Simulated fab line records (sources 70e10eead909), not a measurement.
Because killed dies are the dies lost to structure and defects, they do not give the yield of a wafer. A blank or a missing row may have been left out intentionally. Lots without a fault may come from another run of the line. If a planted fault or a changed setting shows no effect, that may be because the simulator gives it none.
Matching of chambers | flow nand harc | NHARC_A_CHANNEL_HOLE_D1_ETCH_44 on rie diel-12 has 4 sister chambers
The step etches the open film in CF4/O2, target depth 140 nm, overetch 14 nm, time 77 s. 4 wafers are shown with their chamber, then 7 later ones without.

== WAFERS WITH THEIR CHAMBER ==
wafer  | chamber | drypump motor current A (A)
L945.1 | 1       | 5.0
L947.1 | 0       | 5.9
L957.1 | 3       | 6.0
L957.2 | 2       | 5.3

== WAFERS WITH NO CHAMBER GIVEN ==
wafer  | drypump motor current A (A)
L957.5 | 6.0
L966.1 | 5.3
L966.3 | 5.9
L966.5 | 5.9
L967.2 | 5.1
L967.3 | 5.9
L967.6 | 5.3

== THE CHAMBER EACH PASSED THROUGH ==
wafer  | from the rows above | in truth
L957.5 | 3                   | 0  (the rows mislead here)
L966.1 | 2                   | 2
L966.3 | 0                   | 0
L966.5 | 0                   | 0
L967.2 | 1                   | 1
L967.3 | 0                   | 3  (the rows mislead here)
L967.6 | 2                   | 2
Correct placement for 5 of the 7. Left unplaced by these rows: 0. Placed wrongly: 2.
How it was worked out, from the rows above alone: a wafer's distance from a chamber is the root of the sum, over the readings, of the square of ((its reading less the chamber's mean) divided by the reading's scatter). The wafer belongs to the nearest chamber; if the next one is less than 2 further off, it can't be placed. A chamber's mean is the mean of its shown wafers. The scatter: root of mean squared gap, hidden wafer to nearest shown wafer, with one shown wafer a chamber.
